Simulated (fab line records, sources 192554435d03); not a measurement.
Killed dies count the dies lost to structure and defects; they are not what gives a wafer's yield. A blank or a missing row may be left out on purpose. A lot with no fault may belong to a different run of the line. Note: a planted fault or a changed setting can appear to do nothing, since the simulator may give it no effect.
Which tool did it? :: flow n5 finfet :: 24 lots, 72 wafers sampled, at 3 steps of a route of 1938

== WHAT THE GAUGES READ, wafer by wafer ==
N5_BEOL_M6_CD_MEAS_28: the cd target is 40 nm.
lot: L075
measured: day 9 14:50
on: cd sem-01
cd nm (nm): 39.64 39.91 39.70

lot: L074
measured: day 9 18:02
on: cd sem-02
cd nm (nm): 40.24 39.79 40.41

lot: L076
measured: day 10 07:27
on: cd sem-01
cd nm (nm): 40.14 40.26 39.79

lot: L077
measured: day 10 14:25
on: cd sem-02
cd nm (nm): 40.36 39.92 39.69

lot: L078
measured: day 10 17:25
on: cd sem-02
cd nm (nm): 39.77 40.08 39.91

lot: L079
measured: day 10 19:36
on: cd sem-03
cd nm (nm): 40.05 39.91 39.87

lot: L080
measured: day 10 21:58
on: cd sem-02
cd nm (nm): 39.87 39.83 40.21

lot: L083
measured: day 11 01:53
on: cd sem-03
cd nm (nm): 39.89 40.00 40.28

lot: L081
measured: day 11 21:16
on: cd sem-02
cd nm (nm): 40.27 40.06 39.94

lot: L084
measured: day 12 06:58
on: cd sem-01
cd nm (nm): 39.88 40.12 39.91

lot: L082
measured: day 12 06:55
on: cd sem-03
cd nm (nm): 39.69 40.17 39.88

lot: L088
measured: day 12 11:21
on: cd sem-03
cd nm (nm): 40.01 40.01 39.55

lot: L085
measured: day 12 13:34
on: cd sem-02
cd nm (nm): 39.62 39.96 39.80

lot: L086
measured: day 13 01:44
on: cd sem-01
cd nm (nm): 40.33 40.08 40.08

lot: L087
measured: day 13 06:40
on: cd sem-03
cd nm (nm): 39.91 40.19 40.02

lot: L089
measured: day 13 14:55
on: cd sem-02
cd nm (nm): 39.47 39.81 39.98

lot: L090
measured: day 13 17:40
on: cd sem-03
cd nm (nm): 40.05 40.25 39.66

lot: L092
measured: day 13 17:28
on: cd sem-03
cd nm (nm): 39.86 39.97 40.02

lot: L091
measured: day 13 21:38
on: cd sem-03
cd nm (nm): 39.95 39.60 39.60

lot: L093
measured: day 14 04:44
on: cd sem-02
cd nm (nm): 39.89 39.97 40.46

lot: L094
measured: day 14 08:44
on: cd sem-02
cd nm (nm): 39.96 40.06 39.96

lot: L095
measured: day 14 18:31
on: cd sem-03
cd nm (nm): 40.37 40.17 40.11

lot: L096
measured: day 15 12:25
on: cd sem-03
cd nm (nm): 40.02 40.38 40.15

lot: L097
measured: day 15 17:14
on: cd sem-02
cd nm (nm): 40.26 39.75 39.88

== TOOL THAT RAN EACH LOT (tool first, then ch and the chambers of the sampled wafers, then the start) ==
lot: L075
N5_BEOL_M6_HM_DEP_02: pvd sputter-02, day 9 12:26
N5_BEOL_M6_STRIP_19: rie diel-03 ch 0,2,3, day 9 13:24

lot: L074
N5_BEOL_M6_HM_DEP_02: pvd sputter-01, day 9 15:44
N5_BEOL_M6_STRIP_19: rie diel-06 ch 1,2,3, day 9 17:00

lot: L076
N5_BEOL_M6_HM_DEP_02: pvd sputter-03, day 10 05:16
N5_BEOL_M6_STRIP_19: rie diel-01 ch 0,1, day 10 06:07

lot: L077
N5_BEOL_M6_HM_DEP_02: pvd sputter-03, day 10 12:34
N5_BEOL_M6_STRIP_19: rie diel-01 ch 0,1,3, day 10 13:55

lot: L078
N5_BEOL_M6_HM_DEP_02: pvd sputter-03, day 10 14:38
N5_BEOL_M6_STRIP_19: rie diel-06 ch 0,1,2, day 10 15:32

lot: L079
N5_BEOL_M6_HM_DEP_02: pvd sputter-03, day 10 18:15
N5_BEOL_M6_STRIP_19: rie diel-01 ch 0,1,2, day 10 19:13

lot: L080
N5_BEOL_M6_HM_DEP_02: pvd sputter-01, day 10 20:14
N5_BEOL_M6_STRIP_19: rie diel-06 ch 0,1,2, day 10 21:11

lot: L083
N5_BEOL_M6_HM_DEP_02: pvd sputter-01, day 10 23:08
N5_BEOL_M6_STRIP_19: rie diel-06 ch 2,3, day 11 00:06

lot: L081
N5_BEOL_M6_HM_DEP_02: pvd sputter-01, day 11 19:21
N5_BEOL_M6_STRIP_19: rie diel-03 ch 1,2, day 11 20:44

lot: L084
N5_BEOL_M6_HM_DEP_02: pvd sputter-01, day 12 04:11
N5_BEOL_M6_STRIP_19: rie diel-03 ch 0,1,3, day 12 05:02

lot: L082
N5_BEOL_M6_HM_DEP_02: pvd sputter-02, day 12 05:29
N5_BEOL_M6_STRIP_19: rie diel-03 ch 0,2,3, day 12 06:20

lot: L088
N5_BEOL_M6_HM_DEP_02: pvd sputter-03, day 12 09:23
N5_BEOL_M6_STRIP_19: rie diel-06 ch 1,2,3, day 12 10:51

lot: L085
N5_BEOL_M6_HM_DEP_02: pvd sputter-03, day 12 12:08
N5_BEOL_M6_STRIP_19: rie diel-03 ch 0,1,2, day 12 13:09

lot: L086
N5_BEOL_M6_HM_DEP_02: pvd sputter-03, day 12 23:58
N5_BEOL_M6_STRIP_19: rie diel-03 ch 1,2,3, day 13 01:13

lot: L087
N5_BEOL_M6_HM_DEP_02: pvd sputter-01, day 13 04:52
N5_BEOL_M6_STRIP_19: rie diel-06 ch 0,1,2, day 13 06:10

lot: L089
N5_BEOL_M6_HM_DEP_02: pvd sputter-02, day 13 11:09
N5_BEOL_M6_STRIP_19: rie diel-03 ch 1,2, day 13 12:08

lot: L090
N5_BEOL_M6_HM_DEP_02: pvd sputter-02, day 13 15:15
N5_BEOL_M6_STRIP_19: rie diel-03 ch 0,1,2, day 13 16:22

lot: L092
N5_BEOL_M6_HM_DEP_02: pvd sputter-03, day 13 16:09
N5_BEOL_M6_STRIP_19: rie diel-03 ch 0,2, day 13 17:00

lot: L091
N5_BEOL_M6_HM_DEP_02: pvd sputter-01, day 13 18:44
N5_BEOL_M6_STRIP_19: rie diel-01 ch 0,1,3, day 13 19:43

lot: L093
N5_BEOL_M6_HM_DEP_02: pvd sputter-02, day 13 22:01
N5_BEOL_M6_STRIP_19: rie diel-01 ch 0,1,3, day 13 23:07

lot: L094
N5_BEOL_M6_HM_DEP_02: pvd sputter-03, day 14 07:07
N5_BEOL_M6_STRIP_19: rie diel-06 ch 0,1,3, day 14 07:58

lot: L095
N5_BEOL_M6_HM_DEP_02: pvd sputter-01, day 14 15:44
N5_BEOL_M6_STRIP_19: rie diel-01 ch 0,1,3, day 14 16:42

lot: L096
N5_BEOL_M6_HM_DEP_02: pvd sputter-01, day 15 10:43
N5_BEOL_M6_STRIP_19: rie diel-01 ch 1,2, day 15 11:52

lot: L097
N5_BEOL_M6_HM_DEP_02: pvd sputter-01, day 15 13:44
N5_BEOL_M6_STRIP_19: rie diel-06 ch 1,2, day 15 15:09
- N5_BEOL_M6_HM_DEP_02: deposits TiN, target thk 20 nm.
- N5_BEOL_M6_STRIP_19: strips in O2.

== AS READ BY THE TOOLS THEMSELVES (means over the sampled wafers that have a number; for cases with no such wafer, the mark the record gives instead) ==
N5_BEOL_M6_HM_DEP_02.
lot: L075
tool: pvd sputter-02
susceptor temp C (C): 24.96
throttle valve pct (%): 29.8

lot: L074
tool: pvd sputter-01
susceptor temp C (C): 25.02
throttle valve pct (%): 29.6

lot: L076
tool: pvd sputter-03
susceptor temp C (C): 25.06
throttle valve pct (%): 29.5

lot: L077
tool: pvd sputter-03
susceptor temp C (C): 25.06
throttle valve pct (%): 29.2

lot: L078
tool: pvd sputter-03
susceptor temp C (C): 24.97
throttle valve pct (%): 29.7

lot: L079
tool: pvd sputter-03
susceptor temp C (C): 25.02
throttle valve pct (%): 28.9

lot: L080
tool: pvd sputter-01
susceptor temp C (C): 25.02
throttle valve pct (%): 30.1

lot: L083
tool: pvd sputter-01
susceptor temp C (C): 24.89
throttle valve pct (%): 29.3

lot: L081
tool: pvd sputter-01
susceptor temp C (C): 24.89
throttle valve pct (%): 30.4

lot: L084
tool: pvd sputter-01
susceptor temp C (C): 24.81
throttle valve pct (%): 29.6

lot: L082
tool: pvd sputter-02
susceptor temp C (C): 24.95
throttle valve pct (%): 30.1

lot: L088
tool: pvd sputter-03
susceptor temp C (C): 24.96
throttle valve pct (%): 30.8

lot: L085
tool: pvd sputter-03
susceptor temp C (C): 25.03
throttle valve pct (%): 30.1

lot: L086
tool: pvd sputter-03
susceptor temp C (C): 25.03
throttle valve pct (%): 29.7

lot: L087
tool: pvd sputter-01
susceptor temp C (C): 25.01
throttle valve pct (%): 30.3

lot: L089
tool: pvd sputter-02
susceptor temp C (C): 25.03
throttle valve pct (%): 30.2

lot: L090
tool: pvd sputter-02
susceptor temp C (C): 25.00
throttle valve pct (%): 30.1

lot: L092
tool: pvd sputter-03
susceptor temp C (C): 25.09
throttle valve pct (%): 28.5

lot: L091
tool: pvd sputter-01
susceptor temp C (C): 24.96
throttle valve pct (%): 30.5

lot: L093
tool: pvd sputter-02
susceptor temp C (C): 25.13
throttle valve pct (%): 29.8

lot: L094
tool: pvd sputter-03
susceptor temp C (C): 25.02
throttle valve pct (%): 29.9

lot: L095
tool: pvd sputter-01
susceptor temp C (C): 24.94
throttle valve pct (%): 30.0

lot: L096
tool: pvd sputter-01
susceptor temp C (C): 25.04
throttle valve pct (%): 29.9

lot: L097
tool: pvd sputter-01
susceptor temp C (C): 24.97
throttle valve pct (%): 30.4

N5_BEOL_M6_STRIP_19.
lot: L075
tool: rie diel-03
drypump motor current A (A): 5.9
oes product au (a.u.): 0.81
rf vpp V (V): 3.7
showerhead plenum p Torr (Torr): 2.15
throttle valve pct (%): 16.64

lot: L074
tool: rie diel-06
drypump motor current A (A): 5.4
oes product au (a.u.): 0.93
rf vpp V (V): 4.2
showerhead plenum p Torr (Torr): 2.07
throttle valve pct (%): 16.45

lot: L076
tool: rie diel-01
drypump motor current A (A): 5.5
oes product au (a.u.): 0.72
rf vpp V (V): 4.3
showerhead plenum p Torr (Torr): 2.11
throttle valve pct (%): 16.87

lot: L077
tool: rie diel-01
drypump motor current A (A): 5.4
oes product au (a.u.): 0.72
rf vpp V (V): 4.4
showerhead plenum p Torr (Torr): 2.08
throttle valve pct (%): 16.91

lot: L078
tool: rie diel-06
drypump motor current A (A): 5.7
oes product au (a.u.): 0.86
rf vpp V (V): 4.1
showerhead plenum p Torr (Torr): 2.07
throttle valve pct (%): 16.46

lot: L079
tool: rie diel-01
drypump motor current A (A): 5.5
oes product au (a.u.): 0.71
rf vpp V (V): 3.5
showerhead plenum p Torr (Torr): 2.07
throttle valve pct (%): 16.95

lot: L080
tool: rie diel-06
drypump motor current A (A): 5.8
oes product au (a.u.): 0.86
rf vpp V (V): 3.7
showerhead plenum p Torr (Torr): 2.07
throttle valve pct (%): 16.46

lot: L083
tool: rie diel-06
drypump motor current A (A): 5.4
oes product au (a.u.): 0.91
rf vpp V (V): 2.7
showerhead plenum p Torr (Torr): 2.11
throttle valve pct (%): 16.57

lot: L081
tool: rie diel-03
drypump motor current A (A): 5.7
oes product au (a.u.): 0.91
rf vpp V (V): 3.8
showerhead plenum p Torr (Torr): 2.19
throttle valve pct (%): 16.63

lot: L084
tool: rie diel-03
drypump motor current A (A): 5.9
oes product au (a.u.): 0.82
rf vpp V (V): 3.5
showerhead plenum p Torr (Torr): 2.11
throttle valve pct (%): 16.66

lot: L082
tool: rie diel-03
drypump motor current A (A): 5.9
oes product au (a.u.): 0.79
rf vpp V (V): 3.6
showerhead plenum p Torr (Torr): 2.14
throttle valve pct (%): 16.68

lot: L088
tool: rie diel-06
drypump motor current A (A): 5.4
oes product au (a.u.): 0.88
rf vpp V (V): 3.2
showerhead plenum p Torr (Torr): 2.06
throttle valve pct (%): 16.49

lot: L085
tool: rie diel-03
drypump motor current A (A): 5.6
oes product au (a.u.): 0.84
rf vpp V (V): 3.5
showerhead plenum p Torr (Torr): 2.12
throttle valve pct (%): 16.69

lot: L086
tool: rie diel-03
drypump motor current A (A): 6.0
oes product au (a.u.): 0.86
rf vpp V (V): 3.0
showerhead plenum p Torr (Torr): 2.18
throttle valve pct (%): 16.60

lot: L087
tool: rie diel-06
drypump motor current A (A): 5.8
oes product au (a.u.): 0.83
rf vpp V (V): 4.1
showerhead plenum p Torr (Torr): 2.06
throttle valve pct (%): 16.50

lot: L089
tool: rie diel-03
drypump motor current A (A): 5.7
oes product au (a.u.): 0.91
rf vpp V (V): 3.5
showerhead plenum p Torr (Torr): 2.16
throttle valve pct (%): 16.63

lot: L090
tool: rie diel-03
drypump motor current A (A): 5.6
oes product au (a.u.): 0.83
rf vpp V (V): 3.5
showerhead plenum p Torr (Torr): 2.12
throttle valve pct (%): 16.73

lot: L092
tool: rie diel-03
drypump motor current A (A): 5.6
oes product au (a.u.): 0.81
rf vpp V (V): 3.6
showerhead plenum p Torr (Torr): 2.14
throttle valve pct (%): 16.74

lot: L091
tool: rie diel-01
drypump motor current A (A): 5.5
oes product au (a.u.): 0.79
rf vpp V (V): 3.4
showerhead plenum p Torr (Torr): 2.16
throttle valve pct (%): 16.83

lot: L093
tool: rie diel-01
drypump motor current A (A): 5.5
oes product au (a.u.): 0.78
rf vpp V (V): 3.6
showerhead plenum p Torr (Torr): 2.16
throttle valve pct (%): 16.83

lot: L094
tool: rie diel-06
drypump motor current A (A): 5.9
oes product au (a.u.): 0.80
rf vpp V (V): 3.6
showerhead plenum p Torr (Torr): 2.02
throttle valve pct (%): 16.62

lot: L095
tool: rie diel-01
drypump motor current A (A): 5.4
oes product au (a.u.): 0.77
rf vpp V (V): 3.7
showerhead plenum p Torr (Torr): 2.15
throttle valve pct (%): 16.82

lot: L096
tool: rie diel-01
drypump motor current A (A): 5.6
oes product au (a.u.): 0.91
rf vpp V (V): 3.5
showerhead plenum p Torr (Torr): 2.12
throttle valve pct (%): 16.60

lot: L097
tool: rie diel-06
drypump motor current A (A): 5.3
oes product au (a.u.): 0.85
rf vpp V (V): 3.8
showerhead plenum p Torr (Torr): 2.10
throttle valve pct (%): 16.45

== THE ANSWER, worked out from the rows above alone ==
Rule: what is usual is taken from the lots themselves. The widest of any qualifying gaps counts: lots, ordered by their means at a reading, are off when they make up no more than a third of the lots, leave a main group of 4 or more, and stand apart from it by 3 or more times the standard deviation of that group's means. If all means in a main group match to the digits the tables above print for the reading, that group is not used. A lot without any number at a reading at which 4 lots or more have one is off too. The other lots that the step has rows for count as sound. First the gauges in route order, then the tools' own readings, where a lot's mean is used as printed above. The first step at which some lot is off is used, and at that step the reading that is off furthest; a lot without a number counts as furthest.
None of the lots is off at any reading shown; this tells nothing.

== WHAT THE SIMULATOR HAD PUT IN ==
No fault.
